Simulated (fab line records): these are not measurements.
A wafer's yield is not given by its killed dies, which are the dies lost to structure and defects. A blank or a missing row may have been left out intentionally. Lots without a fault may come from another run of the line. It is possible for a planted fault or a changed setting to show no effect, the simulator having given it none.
Which tool did it? -- flow n5 finfet -- 28 wafers from 10 lots sampled at 5 of the route's 1938 steps

WHAT EACH GAUGE READ, for each wafer
N5_BEOL_M4_RC_MEAS_101. Usual: DIBL_N 36.3 mV/V, standard deviation 1.7; DIBL_P 36.5 mV/V, standard deviation 2.1; IOFF_N 0.16 nA/um, standard deviation 0.03; IOFF_P 0.22 nA/um, standard deviation 0.035; ION_N 675 uA/um, standard deviation 11; ION_P 465 uA/um, standard deviation 7.1; SS_N 71.5 mV/dec, standard deviation 0.62; SS_P 73.3 mV/dec, standard deviation 0.64; VT_N 250 mV, standard deviation 3.1; VT_P -249.1 mV, standard deviation 3.
lot,measured,on,DIBL_N (mV/V),DIBL_P (mV/V),IOFF_N (nA/um),IOFF_P (nA/um),ION_N (uA/um),ION_P (uA/um),SS_N (mV/dec),SS_P (mV/dec),VT_N (mV),VT_P (mV),flag
L999,day 8 02:34,prober-01,37.8 37.7 35.5,38.9 38.4 36.7,0.19 0.19 0.15,0.26 0.27 0.23,682 686 675,470 473 469,72.1 72.0 71.0,73.8 73.4 72.5,246 248 252,-245.8 -246.1 -248.8,
L101,day 8 13:50,prober-02,36.3 39.2 34.9,36.0 38.8 33.5,0.15 0.22 0.13,0.21 0.24 0.16,670 679 668,464 462 455,71.2 71.9 70.1,72.9 73.5 72.4,251 245 251,-248.5 -249.6 -255.4,
L103,day 8 22:09,prober-01,39.5 37.1 38.1,41.8 38.5 40.9,0.24 0.20 0.21,0.32 0.26 0.29,675 680 696,469 472 476,72.6 72.6 72.8,74.9 73.7 74.0,248 246 245,-246.1 -246.7 -245.6,
L104,day 9 03:23,prober-01,36.4 33.1 37.8,36.4 32.5 39.1,0.16 0.11 0.21,0.19 0.16 0.25,669 671 688,456 460 472,71.9 71.3 72.2,73.9 72.4 74.0,251 254 243,-253.5 -256.4 -246.4,
L105,day 9 08:04,prober-02,33.9 38.6 34.7,33.5 38.1 34.7,0.11 0.20 0.13,0.17 0.24 0.20,670 680 672,470 465 466,70.8 70.9 69.8,73.3 73.7 72.4,255 249 253,-255.4 -248.3 -250.2,
L108,day 10 03:26,prober-02,38.1 35.9,36.5 34.8,0.17 0.14,0.23 0.20,684 675,472 468,71.6 70.9,73.5 72.3,248 250,-248.6 -249.5,
L110,day 10 10:45,prober-02,33.5 35.0,32.1 34.4,0.10 0.13,0.16 0.19,656 678,457 463,70.9 71.0,72.8 73.4,256 251,-253.1 -250.4,
L119,day 13 20:59,prober-01,38.4 36.6 37.4,36.9 34.3 36.5,0.19 0.15 0.18,0.25 0.21 0.24,681 674 694,468 468 474,72.3 71.7 71.3,73.4 73.4 73.3,246 248 246,-245.4 -246.7 -247.4,
L121,day 14 00:14,prober-02,36.3 38.9 38.1,37.6 40.8 39.7,0.16 0.22 0.20,0.22 0.28 0.26,682 684 709,468 473 484,71.6 72.1 71.6,73.7 74.7 74.1,251 246 245,-250.8 -246.8 -246.6,
L122,day 14 20:30,prober-02,36.4 34.0 36.9,38.1 35.8 38.7,0.16 0.13 0.19,0.23 0.20 0.24,671 686 691,467 475 480,71.5 70.5 71.2,73.8 73.1 73.9,252 253 245,-246.8 -248.7 -246.6,

WHICH TOOL RAN EACH LOT (tool, then ch and the chambers of the sampled wafers, then the start)
lot,N5_BEOL_M4_VIA_ETCH_34,N5_BEOL_M4_ETCH_41,N5_BEOL_M4_DEGAS_44,N5_BEOL_M4_CVD_47
L999,"rie diel-06 ch 1,3, day 7 19:46","rie diel-06 ch 1,3, day 7 20:33 or earlier","pvd sputter-01, day 7 20:33","cvd co-02 ch 0,2, day 7 22:41"
L101,"rie diel-01 ch 1,2,3, day 8 09:25","rie diel-01 ch 1,2,3, day 8 10:00 or earlier","pvd sputter-01, day 8 10:00","cvd co-01 ch 0,1, day 8 10:37"
L103,"rie diel-05 ch 1,2,3, day 8 16:53","rie diel-05 ch 1,2,3, day 8 17:23 or earlier","pvd sputter-01, day 8 17:23","cvd co-01 ch 1,2, day 8 18:01"
L104,"rie diel-06 ch 0,1,2, day 8 22:37","rie diel-06 ch 0,1,2, day 8 23:25 or earlier","pvd sputter-01, day 8 23:25","cvd co-02 ch 0,1,2, day 9 00:05"
L105,"rie diel-06 ch 0,1,3, day 9 02:01","rie diel-06 ch 0,1,3, day 9 02:32 or earlier","pvd sputter-02, day 9 02:32","cvd co-01 ch 0,1, day 9 03:10"
L108,"rie diel-05 ch 0,1, day 9 22:46","rie diel-05 ch 0,1, day 9 23:33 or earlier","pvd sputter-01, day 9 23:33","cvd co-01 ch 1,2, day 10 00:07"
L110,"rie diel-01 ch 3, day 10 06:04","rie diel-01 ch 3, day 10 06:31 or earlier","pvd sputter-03, day 10 06:31","cvd co-01 ch 0,1, day 10 06:55"
L119,"rie diel-01 ch 0,1, day 13 15:19","rie diel-01 ch 0,1, day 13 15:55 or earlier","pvd sputter-03, day 13 15:55","cvd co-01 ch 0,1,2, day 13 16:19"
L121,"rie diel-05 ch 1,2, day 13 15:20","rie diel-05 ch 1,2, day 13 16:01 or earlier","pvd sputter-02, day 13 16:01","cvd co-02 ch 0,1, day 13 16:38"
L122,"rie diel-01 ch 0,3, day 14 15:16","rie diel-01 ch 0,3, day 14 16:05 or earlier","pvd sputter-01, day 14 16:05","cvd co-02 ch 0,1,2, day 14 16:45"
- N5_BEOL_M4_VIA_ETCH_34: etches the open film in C4F6/O2, target depth 69.4 nm, time 65.9 s.
- N5_BEOL_M4_ETCH_41: etches SiCN in CH3F/O2, target depth 29.9 nm, time 52.5 s.
- N5_BEOL_M4_DEGAS_44: time 60 s.
- N5_BEOL_M4_CVD_47: deposits Co from CCTBA/H2, target thk 3 nm, time 223.8 s.

AS READ BY THE TOOLS THEMSELVES (means over the sampled wafers that have a number; for cases with no such wafer, the mark the record gives instead)
N5_BEOL_M4_VIA_ETCH_34. Usual: drypump motor current A 5.8 A, standard deviation 0.46; oes_ar_750_au 0.82 a.u., standard deviation 0.081; oes product au 0.82 a.u., standard deviation 0.084; rf vpp V 666 V, standard deviation 12; showerhead plenum p Torr 2.83 Torr, standard deviation 0.07; throttle valve pct 30.6 %, standard deviation 0.31.
lot,tool,drypump motor current A (A),oes_ar_750_au (a.u.),oes product au (a.u.),rf vpp V (V),showerhead plenum p Torr (Torr),throttle valve pct (%),flag
L999,rie diel-06,5.4,0.71,0.71,649,2.73,30.6,
L101,rie diel-01,5.8,0.81,0.81,668,2.83,30.7,
L103,rie diel-05,6.2,0.84,0.86,673,2.80,30.6,
L104,rie diel-06,5.1,0.78,0.79,667,2.81,30.7,
L105,rie diel-06,5.4,0.74,0.74,655,2.79,30.5,
L108,rie diel-05,5.8,0.70,0.70,663,2.75,30.8,
L110,rie diel-01,6.1,0.77,0.78,672,2.86,31.0,
L119,rie diel-01,5.9,0.83,0.84,666,2.86,30.2,
L121,rie diel-05,6.0,0.91,0.93,671,2.94,30.7,
L122,rie diel-01,5.9,0.78,0.78,668,2.85,30.8,

N5_BEOL_M4_ETCH_41. Usual: drypump motor current A 5.8 A, standard deviation 0.46; oes product au 0.82 a.u., standard deviation 0.084; rf vpp V 297.2 V, standard deviation 1.3; showerhead plenum p Torr 1.99 Torr, standard deviation 0.051; throttle valve pct 16.20 %, standard deviation 0.27.
lot,tool,drypump motor current A (A),oes product au (a.u.),rf vpp V (V),showerhead plenum p Torr (Torr),throttle valve pct (%),flag
L999,rie diel-06,5.4,0.71,295.3,1.91,16.35,
L101,rie diel-01,5.8,0.81,297.9,1.99,16.29,
L103,rie diel-05,6.2,0.85,296.9,1.97,16.13,
L104,rie diel-06,5.1,0.78,296.6,1.98,16.26,
L105,rie diel-06,5.5,0.74,296.2,1.96,16.25,
L108,rie diel-05,5.8,0.69,296.6,1.94,16.56,
L110,rie diel-01,6.0,0.77,297.3,2.01,16.62,
L119,rie diel-01,5.9,0.84,296.8,2.01,15.96,
L121,rie diel-05,6.0,0.92,298.3,2.07,16.08,
L122,rie diel-01,5.9,0.78,297.0,2.01,16.42,

N5_BEOL_M4_DEGAS_44. Usual: heater power w reads 341 W (standard deviation 28).
lot,tool,heater power w (W),flag
L999,pvd sputter-01,370,
L101,pvd sputter-01,321,
L103,pvd sputter-01,341,
L104,pvd sputter-01,337,
L105,pvd sputter-02,338,
L108,pvd sputter-01,351,
L110,pvd sputter-03,314,
L119,pvd sputter-03,351,
L121,pvd sputter-02,316,
L122,pvd sputter-01,355,

N5_BEOL_M4_CVD_47. Usual: run length s reads 246.4 s (standard deviation 0.63).
lot,tool,run length s (s),flag
L999,cvd co-02,246.9,
L101,cvd co-01,246.9,
L103,cvd co-01,245.8,
L104,cvd co-02,246.7,
L105,cvd co-01,246.4,
L108,cvd co-01,222.3,OFF
L110,cvd co-01,222.9,OFF
L119,cvd co-01,246.8,
L121,cvd co-02,246.0,
L122,cvd co-02,246.2,

THE ANSWER, worked out from the rows above alone
Rule: lot off if the mean of its wafers having a number is beyond 3 standard deviations from the usual mean. Also off: a lot with no number at a reading for which 4 or more lots have one. Where the step has rows for the other lots, those lots are counted as sound. Order of review: gauges by route order, followed by the tools' own readings, for which a lot's mean as printed above is used. At the first step where some lot is off, the reading lying furthest off is the one used; lots without a number count as furthest.
Off: L108, L110 (N5_BEOL_M4_CVD_47, run length s).
A tool fits if, at that step or a process step before it, it ran every lot that is off, and no sound lot after the first of them. Because N5_BEOL_M4_ETCH_41 lacks a start for some lots, the hours and order of its lots are taken from N5_BEOL_M4_DEGAS_44. No candidate that was tried fits.

WHAT THE SIMULATOR PUT IN
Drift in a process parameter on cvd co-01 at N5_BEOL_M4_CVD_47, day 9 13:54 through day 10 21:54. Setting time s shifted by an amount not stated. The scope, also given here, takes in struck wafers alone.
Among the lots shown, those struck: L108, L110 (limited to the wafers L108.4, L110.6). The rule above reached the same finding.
